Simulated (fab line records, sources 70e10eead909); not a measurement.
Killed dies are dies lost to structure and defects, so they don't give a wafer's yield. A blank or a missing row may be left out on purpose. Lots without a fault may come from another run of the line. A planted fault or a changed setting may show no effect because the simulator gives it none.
A struck lot beside a sound one | flow nand_harc | 38 steps out of a route of 1302
Sound: wafers L676.3, L676.5, L676.6. Struck: wafers L678.2, L678.3, L678.6. The cause comes at the end.
At each step with rows: each side's tool, then ch and its chambers, then its first start. Under that, the readings that differ: sound wafers | struck wafers | difference of the means | sigmas: that difference in standard deviations of wafers without a fault.
alike: readings whose means differ by less than 2 such deviations, and words and numbers that are the same on both sides. not compared: withheld readings, readings that some wafer has no value for, bounds like >300 that may hide the same value, and numbers for which the record gives no deviation and whose values overlap.
The two part at a step that has a row with sigmas, a row that says differs or no value, or rows on one side only. Numbers that don't overlap but have no deviation are shown without sigmas and don't part them. A reading that every wafer of one side lacks parts them only if that side has two wafers or more.

NHARC_THIN_TSV_ETCH_44: etches the open film in CF4/O2, target depth 1594.2 nm, time 797.1 s.
  sound on rie_diel-03 ch 1,2, day 22 17:41; struck on rie_diel-05 ch 0,1,3, day 24 13:33
  alike: chamber_pressure_mTorr, drypump_motor_current_A, mfc_ar_sccm, oes_product_au, rf_vpp_V, showerhead_plenum_p_Torr, throttle_valve_pct
  not compared: rf_hours_counter_h
then, 1 step without rows for these wafers: NHARC_THIN_TSV_ETCH_15 (target depth 3000 nm, bosch target overetch cycles 2, bosch etch step 2.8 s).
NHARC_THIN_TSV_CD_MEAS_16:
  sound on cd_sem-02, day 22 18:24; struck on cd_sem-01, day 24 14:13
  alike: cd_nm
then, 9 steps without rows for these wafers: NHARC_THIN_TSV_STRIP_45 (strips in O2); NHARC_THIN_TSV_STRIP_46 (strips in post etch residue remover, time 1200 s); NHARC_THIN_TSV_DEP_47 (deposits SiO2, target thk 200 nm); NHARC_THIN_TSV_ETCHBACK_48 (etches the open film in C4F8/Ar, target depth 1028.5 nm, time 405.17 s); NHARC_THIN_TSV_STRIP_62 (strips in N2/H2, time 20 s); NHARC_THIN_TSV_DEGAS_49 (time 120 s); NHARC_THIN_TSV_PRE_CLEAN_50 (time 30 s); NHARC_THIN_TSV_PVD_19 (deposits TaN, target thk 20 nm); NHARC_THIN_TSV_PVD_51 (deposits Cu, target thk 100 nm).
NHARC_THIN_TSV_ECD_20: material Cu, target thk 2000 nm.
  sound on ecd_cu-02 ch 0,1, day 22 20:58; struck on ecd_cu-02 ch 0,1, day 24 16:32
NHARC_THIN_TSV_ANNEAL_52: time 90 s.
  sound on rtp_anneal-01 ch 0, day 22 21:30; struck on rtp_anneal-02 ch 0, day 24 17:19
  alike: wafer_temp_C_max
then, 3 steps without rows for these wafers: NHARC_THIN_TSV_CMP_21 (polishes, t overpolish 30 s, target thk 2000 nm); NHARC_THIN_TSV_SRD_23; NHARC_THIN_TSV_DEGAS_53 (time 60 s).
NHARC_THIN_TSV_PRE_CLEAN_54: time 30 s.
  sound on pvd_sputter-02, day 22 22:18; struck on pvd_sputter-03, day 24 18:11
  alike: heater_power_w
then, 10 steps without rows for these wafers: NHARC_THIN_TSV_PVD_55 (deposits TiN, target thk 50 nm); NHARC_THIN_TSV_PVD_24 (deposits Al, target thk 800 nm); NHARC_THIN_TSV_DEHYDRATE_25 (time 120 s); NHARC_THIN_TSV_HMDS_26 (time 30 s); NHARC_THIN_TSV_COAT_27; NHARC_THIN_TSV_SOFTBAKE_28 (time 95 s); NHARC_THIN_TSV_EBR_29; NHARC_THIN_TSV_EXPOSE_30 (exposes mask PAD); NHARC_THIN_TSV_PEB_31 (peb time 85 s); NHARC_THIN_TSV_DEVELOP_32 (time 70 s).
NHARC_THIN_TSV_CD_MEAS_33: target cd 5000 nm.
  sound on cd_sem-03 ch 0, day 22 23:23; struck on cd_sem-03 ch 0, day 24 19:13
  alike: cd_nm
then, 1 step without rows for these wafers: NHARC_THIN_TSV_HARDBAKE_34 (time 80 s).
NHARC_THIN_TSV_DESCUM_35: chemistry O2, time 3 s.
  sound on rie_diel-05 ch 0,3, day 22 23:32; struck on rie_diel-05 ch 0,1, day 24 19:23
  alike: chamber_pressure_mTorr, drypump_motor_current_A, mfc_ar_sccm, oes_product_au, rf_vpp_V, showerhead_plenum_p_Torr, throttle_valve_pct
  not compared: rf_hours_counter_h
NHARC_THIN_TSV_ETCH_59: etches the open film in Cl2/BCl3, target depth 880 nm, time 138.1 s.
  sound on rie_metal-01 ch 0,1, day 22 23:46; struck on rie_metal-01 ch 0,1, day 24 19:31
  alike: chamber_pressure_mTorr, drypump_motor_current_A, oes_product_au, throttle_valve_pct
  not compared: rf_hours_counter_h
then, 3 steps without rows for these wafers: NHARC_THIN_TSV_ETCH_36 (etches the open film in Cl2/BCl3, target depth 65 nm, time 18.571 s); NHARC_THIN_TSV_STRIP_56 (strips in O2); NHARC_THIN_TSV_STRIP_57 (strips in post etch residue remover, time 1200 s).
NHARC_THIN_TSV_CD_MEAS_37:
  sound on cd_sem-02, day 23 00:49; struck on cd_sem-01, day 24 20:43
  alike: cd_nm
then, 1 step without rows for these wafers: NHARC_THIN_TSV_ANNEAL_58 (time 1800 s).
NHARC_END_SORT_01:
  the record has rows for the struck wafers here (prober-02 ch 0, day 25 04:52) and none for the sound ones

WHERE THEY PART
Only at NHARC_END_SORT_01, within this record.

WHY: what the simulator had put in
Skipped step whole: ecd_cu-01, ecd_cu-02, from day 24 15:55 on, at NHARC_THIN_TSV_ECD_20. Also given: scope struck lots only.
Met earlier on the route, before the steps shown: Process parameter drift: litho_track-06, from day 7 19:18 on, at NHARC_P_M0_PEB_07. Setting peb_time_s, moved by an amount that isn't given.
